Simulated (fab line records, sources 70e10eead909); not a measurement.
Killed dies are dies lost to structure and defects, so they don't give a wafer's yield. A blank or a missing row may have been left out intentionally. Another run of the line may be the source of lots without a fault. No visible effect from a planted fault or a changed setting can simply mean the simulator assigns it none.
What tool caused it? :: flow nand_harc :: 33 wafers from 11 lots sampled at 5 of the route's 1302 steps

WHAT THE GAUGES READ, wafer by wafer
NHARC_END_SORT_01.
lot: L666
measured: day 24 20:38
on: prober-02
killed_at_array: 49 40 44
killed_at_other: 0 1 0
killed_at_periphery: 2 6 4
killed_dies: 51 47 48
killed_open: 2 5 2
killed_short: 4 4 1

lot: L671
measured: day 26 00:35
on: prober-01
killed_at_array: 43 49 45
killed_at_other: 0 4 0
killed_at_periphery: 4 5 3
killed_dies: 47 58 48
killed_open: 3 3 1
killed_short: 1 3 2

lot: L669
measured: day 26 02:43
on: prober-02
killed_at_array: 57 43 45
killed_at_other: 0 0 0
killed_at_periphery: 5 2 6
killed_dies: 62 45 51
killed_open: 4 2 2
killed_short: 1 3 1

lot: L673
measured: day 27 10:25
on: prober-02
killed_at_array: 76 79 79
killed_at_other: 0 0 1
killed_at_periphery: 5 6 7
killed_dies: 81 85 87
killed_open: 2 0 2
killed_short: 2 4 2

lot: L678
measured: day 29 09:46
on: prober-01
killed_at_array: 24 23 15
killed_at_other: 1 1 0
killed_at_periphery: 3 4 4
killed_dies: 28 28 19
killed_open: 2 2 4
killed_short: 3 2 2

lot: L683
measured: day 31 20:24
on: prober-01
killed_at_array: 450 377 446
killed_at_other: 0 0 0
killed_at_periphery: 3 6 6
killed_dies: 453 383 452
killed_open: 2 7 6
killed_short: 4 1 1

lot: L684
measured: day 32 00:27
on: prober-02
killed_at_array: 456 373 462
killed_at_other: 1 0 0
killed_at_periphery: 2 2 0
killed_dies: 459 375 462
killed_open: 4 1 4
killed_short: 0 0 2

lot: L685
measured: day 32 05:02
on: prober-01
killed_at_array: 88 96 75
killed_at_other: 0 2 0
killed_at_periphery: 5 4 3
killed_dies: 93 102 78
killed_open: 4 2 2
killed_short: 1 1 1

lot: L686
measured: day 32 09:05
on: prober-02
killed_at_array: 32 37 37
killed_at_other: 0 2 3
killed_at_periphery: 7 4 4
killed_dies: 39 43 44
killed_open: 2 4 6
killed_short: 2 4 4

lot: L688
measured: day 33 03:59
on: prober-01
killed_at_array: 45 45 50
killed_at_other: 2 3 2
killed_at_periphery: 4 5 1
killed_dies: 51 53 53
killed_open: 2 3 2
killed_short: 5 3 3

lot: L689
measured: day 34 11:44
on: prober-02
killed_at_array: 70 73 84
killed_at_other: 0 1 3
killed_at_periphery: 2 3 1
killed_dies: 72 77 88
killed_open: 1 3 5
killed_short: 0 5 3

WHAT TOOL EACH LOT RAN ON (gives the tool, then ch and the chambers of the sampled wafers, and finally the start)
lot: L666
NHARC_A_STAIRCASE_DESCUM_186: rie_diel-12 ch 1,2,3, day 15 23:56
NHARC_A_STAIRCASE_TRIM_193: rie_diel-12 ch 0,1,3, day 16 01:19
NHARC_A_STAIRCASE_ETCH_199: rie_diel-02 ch 0,1,2, day 24 20:38 or earlier
NHARC_A_STAIRCASE_TRIM_202: rie_diel-02 ch 0,2, day 24 20:38 or earlier

lot: L671
NHARC_A_STAIRCASE_DESCUM_186: rie_diel-12 ch 2,3, day 17 11:20
NHARC_A_STAIRCASE_TRIM_193: rie_diel-12 ch 0,1, day 17 12:08
NHARC_A_STAIRCASE_ETCH_199: rie_diel-12 ch 1,2,3, day 26 00:35 or earlier
NHARC_A_STAIRCASE_TRIM_202: rie_diel-12 ch 1,2, day 26 00:35 or earlier

lot: L669
NHARC_A_STAIRCASE_DESCUM_186: rie_diel-04 ch 2,3, day 17 11:46
NHARC_A_STAIRCASE_TRIM_193: rie_diel-04 ch 0,3, day 17 12:35
NHARC_A_STAIRCASE_ETCH_199: rie_diel-04 ch 1,2, day 26 02:43 or earlier
NHARC_A_STAIRCASE_TRIM_202: rie_diel-04 ch 0,1,3, day 26 02:43 or earlier

lot: L673
NHARC_A_STAIRCASE_DESCUM_186: rie_diel-04 ch 2,3, day 18 19:14
NHARC_A_STAIRCASE_TRIM_193: rie_diel-04 ch 1,2,3, day 18 20:00
NHARC_A_STAIRCASE_ETCH_199: rie_diel-04 ch 2,3, day 27 10:25 or earlier
NHARC_A_STAIRCASE_TRIM_202: rie_diel-04 ch 0,2,3, day 27 10:25 or earlier

lot: L678
NHARC_A_STAIRCASE_DESCUM_186: rie_diel-12 ch 1,2, day 21 01:26
NHARC_A_STAIRCASE_TRIM_193: rie_diel-12 ch 2,3, day 21 02:12
NHARC_A_STAIRCASE_ETCH_199: rie_diel-12 ch 1,2, day 29 09:46 or earlier
NHARC_A_STAIRCASE_TRIM_202: rie_diel-12 ch 1,2, day 29 09:46 or earlier

lot: L683
NHARC_A_STAIRCASE_DESCUM_186: rie_diel-04 ch 0,1, day 22 14:19
NHARC_A_STAIRCASE_TRIM_193: rie_diel-04 ch 0,1,3, day 22 15:07
NHARC_A_STAIRCASE_ETCH_199: rie_diel-04 ch 1,3, day 31 20:24 or earlier
NHARC_A_STAIRCASE_TRIM_202: rie_diel-04 ch 0,1,3, day 31 20:24 or earlier

lot: L684
NHARC_A_STAIRCASE_DESCUM_186: rie_diel-04 ch 0,2, day 23 03:05
NHARC_A_STAIRCASE_TRIM_193: rie_diel-04 ch 0,3, day 23 03:55
NHARC_A_STAIRCASE_ETCH_199: rie_diel-04 ch 0,1,3, day 32 00:27 or earlier
NHARC_A_STAIRCASE_TRIM_202: rie_diel-04 ch 0,3, day 32 00:27 or earlier

lot: L685
NHARC_A_STAIRCASE_DESCUM_186: rie_diel-12 ch 1,2,3, day 23 07:01
NHARC_A_STAIRCASE_TRIM_193: rie_diel-12 ch 0,2,3, day 23 07:48
NHARC_A_STAIRCASE_ETCH_199: rie_diel-12 ch 0,1,2, day 32 05:02 or earlier
NHARC_A_STAIRCASE_TRIM_202: rie_diel-12 ch 0,2,3, day 32 05:02 or earlier

lot: L686
NHARC_A_STAIRCASE_DESCUM_186: rie_diel-12 ch 0,3, day 24 03:04
NHARC_A_STAIRCASE_TRIM_193: rie_diel-12 ch 1,2, day 24 03:51
NHARC_A_STAIRCASE_ETCH_199: rie_diel-12 ch 0,1,2, day 32 09:05 or earlier
NHARC_A_STAIRCASE_TRIM_202: rie_diel-12 ch 0,3, day 32 09:05 or earlier

lot: L688
NHARC_A_STAIRCASE_DESCUM_186: rie_diel-02 ch 1,2,3, day 24 20:23
NHARC_A_STAIRCASE_TRIM_193: rie_diel-02 ch 2,3, day 24 21:13
NHARC_A_STAIRCASE_ETCH_199: rie_diel-04 ch 2,3, day 33 03:59 or earlier
NHARC_A_STAIRCASE_TRIM_202: rie_diel-04 ch 0,3, day 33 03:59 or earlier

lot: L689
NHARC_A_STAIRCASE_DESCUM_186: rie_diel-12 ch 2,3, day 25 19:37
NHARC_A_STAIRCASE_TRIM_193: rie_diel-12 ch 0,1,2, day 25 21:15
NHARC_A_STAIRCASE_ETCH_199: rie_diel-04 ch 0,2,3, day 34 11:44 or earlier
NHARC_A_STAIRCASE_TRIM_202: rie_diel-04 ch 2,3, day 34 11:44 or earlier
- NHARC_A_STAIRCASE_DESCUM_186: chemistry O2, time 3 s.
- NHARC_A_STAIRCASE_TRIM_193: chemistry O2, time 211.2 s.
- NHARC_A_STAIRCASE_ETCH_199: etches the open film in C4F8/O2, target depth 100 nm, time 40.5 s.
- NHARC_A_STAIRCASE_TRIM_202: chemistry O2, time 211.2 s.

WHAT THE TOOLS THEMSELVES READ (means of the sampled wafers that have a number; where no wafer has one, the mark that the record gives instead)
NHARC_A_STAIRCASE_DESCUM_186.
lot: L666
tool: rie_diel-12
drypump_motor_current_A (A): 6.0
oes_product_au (a.u.): 0.999
rf_vpp_V (V): 57.6
showerhead_plenum_p_Torr (Torr): 1.94
throttle_valve_pct (%): 11.323

lot: L671
tool: rie_diel-12
drypump_motor_current_A (A): 5.5
oes_product_au (a.u.): 1.003
rf_vpp_V (V): 57.7
showerhead_plenum_p_Torr (Torr): 1.89
throttle_valve_pct (%): 11.316

lot: L669
tool: rie_diel-04
drypump_motor_current_A (A): 6.1
oes_product_au (a.u.): 0.994
rf_vpp_V (V): 58.9
showerhead_plenum_p_Torr (Torr): 2.04
throttle_valve_pct (%): 11.317

lot: L673
tool: rie_diel-04
drypump_motor_current_A (A): 6.2
oes_product_au (a.u.): 0.999
rf_vpp_V (V): 58.5
showerhead_plenum_p_Torr (Torr): 2.06
throttle_valve_pct (%): 11.308

lot: L678
tool: rie_diel-12
drypump_motor_current_A (A): 6.2
oes_product_au (a.u.): 0.996
rf_vpp_V (V): 57.9
showerhead_plenum_p_Torr (Torr): 1.92
throttle_valve_pct (%): 11.308

lot: L683
tool: rie_diel-04
drypump_motor_current_A (A): 5.8
oes_product_au (a.u.): 1.001
rf_vpp_V (V): 58.7
showerhead_plenum_p_Torr (Torr): 1.99
throttle_valve_pct (%): 11.308

lot: L684
tool: rie_diel-04
drypump_motor_current_A (A): 5.6
oes_product_au (a.u.): 1.004
rf_vpp_V (V): 57.8
showerhead_plenum_p_Torr (Torr): 1.93
throttle_valve_pct (%): 11.317

lot: L685
tool: rie_diel-12
drypump_motor_current_A (A): 6.0
oes_product_au (a.u.): 1.002
rf_vpp_V (V): 57.4
showerhead_plenum_p_Torr (Torr): 1.92
throttle_valve_pct (%): 11.303

lot: L686
tool: rie_diel-12
drypump_motor_current_A (A): 5.9
oes_product_au (a.u.): 1.009
rf_vpp_V (V): 58.1
showerhead_plenum_p_Torr (Torr): 2.01
throttle_valve_pct (%): 11.318

lot: L688
tool: rie_diel-02
drypump_motor_current_A (A): 5.4
oes_product_au (a.u.): 1.001
rf_vpp_V (V): 58.4
showerhead_plenum_p_Torr (Torr): 1.92
throttle_valve_pct (%): 11.310

lot: L689
tool: rie_diel-12
drypump_motor_current_A (A): 5.5
oes_product_au (a.u.): 1.018
rf_vpp_V (V): 56.7
showerhead_plenum_p_Torr (Torr): 1.86
throttle_valve_pct (%): 11.313

NHARC_A_STAIRCASE_TRIM_193.
lot: L666
tool: rie_diel-12
drypump_motor_current_A (A): 6.1
oes_product_au (a.u.): 0.993
rf_vpp_V (V): 57.7
showerhead_plenum_p_Torr (Torr): 3.54
throttle_valve_pct (%): 17.043

lot: L671
tool: rie_diel-12
drypump_motor_current_A (A): 6.1
oes_product_au (a.u.): 0.994
rf_vpp_V (V): 57.2
showerhead_plenum_p_Torr (Torr): 3.41
throttle_valve_pct (%): 17.036

lot: L669
tool: rie_diel-04
drypump_motor_current_A (A): 5.8
oes_product_au (a.u.): 1.000
rf_vpp_V (V): 58.5
showerhead_plenum_p_Torr (Torr): 3.64
throttle_valve_pct (%): 17.037

lot: L673
tool: rie_diel-04
drypump_motor_current_A (A): 6.1
oes_product_au (a.u.): 0.998
rf_vpp_V (V): 58.6
showerhead_plenum_p_Torr (Torr): 3.77
throttle_valve_pct (%): 17.031

lot: L678
tool: rie_diel-12
drypump_motor_current_A (A): 5.5
oes_product_au (a.u.): 1.010
rf_vpp_V (V): 57.4
showerhead_plenum_p_Torr (Torr): 3.47
throttle_valve_pct (%): 17.033

lot: L683
tool: rie_diel-04
drypump_motor_current_A (A): 5.8
oes_product_au (a.u.): 1.174
rf_vpp_V (V): 57.5
showerhead_plenum_p_Torr (Torr): 3.64
throttle_valve_pct (%): 17.035

lot: L684
tool: rie_diel-04
drypump_motor_current_A (A): 5.8
oes_product_au (a.u.): 1.182
rf_vpp_V (V): 58.0
showerhead_plenum_p_Torr (Torr): 3.61
throttle_valve_pct (%): 17.038

lot: L685
tool: rie_diel-12
drypump_motor_current_A (A): 5.7
oes_product_au (a.u.): 1.005
rf_vpp_V (V): 58.0
showerhead_plenum_p_Torr (Torr): 3.60
throttle_valve_pct (%): 17.035

lot: L686
tool: rie_diel-12
drypump_motor_current_A (A): 5.8
oes_product_au (a.u.): 1.010
rf_vpp_V (V): 57.1
showerhead_plenum_p_Torr (Torr): 3.44
throttle_valve_pct (%): 17.039

lot: L688
tool: rie_diel-02
drypump_motor_current_A (A): 5.6
oes_product_au (a.u.): 1.000
rf_vpp_V (V): 57.6
showerhead_plenum_p_Torr (Torr): 3.58
throttle_valve_pct (%): 17.024

lot: L689
tool: rie_diel-12
drypump_motor_current_A (A): 5.9
oes_product_au (a.u.): 1.010
rf_vpp_V (V): 58.1
showerhead_plenum_p_Torr (Torr): 3.58
throttle_valve_pct (%): 17.045

NHARC_A_STAIRCASE_ETCH_199.
lot: L666
tool: rie_diel-02
oes_product_au (a.u.): 0.927
rf_vpp_V (V): 898

lot: L671
tool: rie_diel-12
oes_product_au (a.u.): 0.943
rf_vpp_V (V): 898

lot: L669
tool: rie_diel-04
oes_product_au (a.u.): 0.943
rf_vpp_V (V): 906

lot: L673
tool: rie_diel-04
oes_product_au (a.u.): 0.937
rf_vpp_V (V): 904

lot: L678
tool: rie_diel-12
oes_product_au (a.u.): 0.950
rf_vpp_V (V): 896

lot: L683
tool: rie_diel-04
oes_product_au (a.u.): 0.947
rf_vpp_V (V): 903

lot: L684
tool: rie_diel-04
oes_product_au (a.u.): 0.937
rf_vpp_V (V): 900

lot: L685
tool: rie_diel-12
oes_product_au (a.u.): 0.940
rf_vpp_V (V): 898

lot: L686
tool: rie_diel-12
oes_product_au (a.u.): 0.954
rf_vpp_V (V): 899

lot: L688
tool: rie_diel-04
oes_product_au (a.u.): 0.919
rf_vpp_V (V): 903

lot: L689
tool: rie_diel-04
oes_product_au (a.u.): 0.951
rf_vpp_V (V): 899

NHARC_A_STAIRCASE_TRIM_202.
lot: L666
tool: rie_diel-02
drypump_motor_current_A (A): 5.9
oes_product_au (a.u.): 0.995
rf_vpp_V (V): 57.4
showerhead_plenum_p_Torr (Torr): 3.58
throttle_valve_pct (%): 17.030

lot: L671
tool: rie_diel-12
drypump_motor_current_A (A): 6.2
oes_product_au (a.u.): 0.994
rf_vpp_V (V): 58.2
showerhead_plenum_p_Torr (Torr): 3.55
throttle_valve_pct (%): 17.038

lot: L669
tool: rie_diel-04
drypump_motor_current_A (A): 5.8
oes_product_au (a.u.): 0.998
rf_vpp_V (V): 58.4
showerhead_plenum_p_Torr (Torr): 3.66
throttle_valve_pct (%): 17.045

lot: L673
tool: rie_diel-04
drypump_motor_current_A (A): 5.9
oes_product_au (a.u.): 0.998
rf_vpp_V (V): 58.0
showerhead_plenum_p_Torr (Torr): 3.66
throttle_valve_pct (%): 17.031

lot: L678
tool: rie_diel-12
drypump_motor_current_A (A): 6.2
oes_product_au (a.u.): 0.997
rf_vpp_V (V): 58.1
showerhead_plenum_p_Torr (Torr): 3.54
throttle_valve_pct (%): 17.033

lot: L683
tool: rie_diel-04
drypump_motor_current_A (A): 5.8
oes_product_au (a.u.): 1.008
rf_vpp_V (V): 58.4
showerhead_plenum_p_Torr (Torr): 3.64
throttle_valve_pct (%): 17.031

lot: L684
tool: rie_diel-04
drypump_motor_current_A (A): 5.6
oes_product_au (a.u.): 1.005
rf_vpp_V (V): 58.3
showerhead_plenum_p_Torr (Torr): 3.53
throttle_valve_pct (%): 17.036

lot: L685
tool: rie_diel-12
drypump_motor_current_A (A): 5.7
oes_product_au (a.u.): 1.013
rf_vpp_V (V): 58.9
showerhead_plenum_p_Torr (Torr): 3.60
throttle_valve_pct (%): 17.041

lot: L686
tool: rie_diel-12
drypump_motor_current_A (A): 5.8
oes_product_au (a.u.): 1.014
rf_vpp_V (V): 58.8
showerhead_plenum_p_Torr (Torr): 3.74
throttle_valve_pct (%): 17.036

lot: L688
tool: rie_diel-04
drypump_motor_current_A (A): 5.6
oes_product_au (a.u.): 1.005
rf_vpp_V (V): 57.9
showerhead_plenum_p_Torr (Torr): 3.53
throttle_valve_pct (%): 17.029

lot: L689
tool: rie_diel-04
drypump_motor_current_A (A): 6.2
oes_product_au (a.u.): 0.995
rf_vpp_V (V): 58.8
showerhead_plenum_p_Torr (Torr): 3.74
throttle_valve_pct (%): 17.035

THE ANSWER, worked out from the rows above alone
Rule: the usual values come from the lots themselves. Put in order of their means at a reading, lots are off if they are a third of the lots or fewer, leave a main group of 4 or more, and stand apart from it by a gap of 3 or more times the standard deviation of the main group's means; of several such gaps the widest counts. A main group is skipped when, at the precision printed for the reading in the tables above, its means are all equal. A lot without any number at a reading at which 4 lots or more have one is off too. Where the step has rows for the other lots, those lots are counted as sound. After the gauges, taken in route order, come the tools' own readings; for these a lot's mean is taken, as printed above. The first step at which some lot is off is used, and at that step the reading that is off furthest; a lot without a number counts as furthest.
Off, at NHARC_END_SORT_01 on killed_dies: L683, L684. The main group has a mean of 58 with a standard deviation of 20.
A tool fits if, at a process step before that reading, it ran every lot that is off, and no sound lot after the first of them. The gauges at NHARC_END_SORT_01 aren't tried: what is off there is off at NHARC_A_STAIRCASE_TRIM_193 too, on other tools, and a gauge's error can't cause that. With no start given for some of its lots, NHARC_A_STAIRCASE_ETCH_199 uses the hours and lot order of NHARC_END_SORT_01. With no start given for some of its lots, NHARC_A_STAIRCASE_TRIM_202 uses the hours and lot order of NHARC_END_SORT_01. One fits: NHARC_A_STAIRCASE_DESCUM_186 and NHARC_A_STAIRCASE_TRIM_193 on rie_diel-04. At NHARC_A_STAIRCASE_DESCUM_186 its last sound lot is L673 (day 18 19:14), its first lot that is off L683 (day 22 14:19): a fault that began between those two fits.

WHAT THE SIMULATOR PUT IN
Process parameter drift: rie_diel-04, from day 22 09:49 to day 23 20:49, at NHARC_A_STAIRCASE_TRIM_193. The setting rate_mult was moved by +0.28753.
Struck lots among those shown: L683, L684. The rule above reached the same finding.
